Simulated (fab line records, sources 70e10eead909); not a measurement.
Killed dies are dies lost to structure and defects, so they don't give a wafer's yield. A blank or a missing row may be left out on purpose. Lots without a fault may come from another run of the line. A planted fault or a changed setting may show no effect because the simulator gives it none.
Problem report in the 8D (eight disciplines) form, filled by code | flow nand_harc | the parts of the form that need people (team, actions taken, sign-off) are left out

1. THE PROBLEM
thk_nm at NHARC_A_ONON_D1_THK_MEAS_30 reads a mean of 479 nm on 5 wafers of 3 lots; wafers without a fault read 995 nm with a standard deviation of 10. That is -52 standard deviations from the usual mean.
The step: measures by ellipsometry.
First seen on wafer L191.3, day 11 04:13, on film_metro-01. The record holds 39 wafers of 14 lots with a number at this step. Rule for "out", or "out of limits": more than 4 standard deviations from the usual mean. The other wafers with a number count as sound.

2. WHAT IT IS AND WHAT IT IS NOT
question                    | is                                     | is not
which readings at this step | thk_nm                                 | -
which lots                  | L191, L194, L197                       | L180, L182, L183, L185, L186, L187, L189, L190, L192, L193, L201
which wafers of those lots  | L191.3, L194.1, L194.3, L197.1, L197.3 | L191.2
read on which gauges        | film_metro-01, film_metro-02           | -
when                        | from day 11 04:13                      | up to then (25 sound wafers); but 9 sound wafers of L192, L193, L201 came after

3. SUSPECTS, AND WHAT RULES EACH OUT
Counting: a tool at a process step up to the reading stays a suspect if it ran every lot that is out. Sound lots after the first of them don't rule it out here, since some wafers of a struck lot are sound.
- the gauge at NHARC_A_ONON_D1_THK_MEAS_30: ruled out. The wafers that are out were read on 2 gauges (film_metro-01, film_metro-02).
- pecvd_onon-01 at NHARC_A_ONON_D1_DEP_28 (target thk 1000 nm): kept. It ran every lot that is out, first L191 (day 11 03:46); its last sound lot up to then is L190 (day 10 19:44).
Left after counting: pecvd_onon-01 at NHARC_A_ONON_D1_DEP_28.

4. THE CAUSE (what the simulator had put in)
Process parameter drift: pecvd_onon-01, from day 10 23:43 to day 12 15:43, at NHARC_A_ONON_D1_DEP_28. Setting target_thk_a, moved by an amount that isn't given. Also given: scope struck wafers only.
Counting left only this tool.

5. THE CHAIN OF EFFECTS, in route order
Each row: a reading whose mean over the struck wafers that have a number lies more than 3 standard deviations from the usual. Only readings for which the record gives a usual standard deviation are gone through. hours: the time from each lot's start at the first step in this table that gives one to its start at this step, as a median over the lots. sigmas: the change in usual standard deviations.
hours | step                        | reading         | usual  | on struck wafers | change | sigmas
0     | NHARC_A_ONON_D1_THK_MEAS_30 | thk_nm          | 995 nm | 479              | -516   | -52
276   | NHARC_END_SORT_01           | killed_at_array | 27     | 669              | +642   | +73
276   | NHARC_END_SORT_01           | killed_dies     | 31     | 677              | +646   | +73

6. WHAT WOULD HAVE CAUGHT IT SOONER
In this record the first reading out of limits at a measuring or inspecting step was taken at day 11 04:13, 4 hours after the fault began at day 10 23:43.
Of the tool readings at NHARC_A_ONON_D1_DEP_28 for which the record gives a usual standard deviation, none was out on any struck wafer, so an alarm limit of 4 standard deviations on them would not have fired.
Of the lots that are out (3), L194, L197 began NHARC_A_ONON_D1_DEP_28 on pecvd_onon-01 after day 11 04:13. A hold on the tool at that time would have spared those 2.
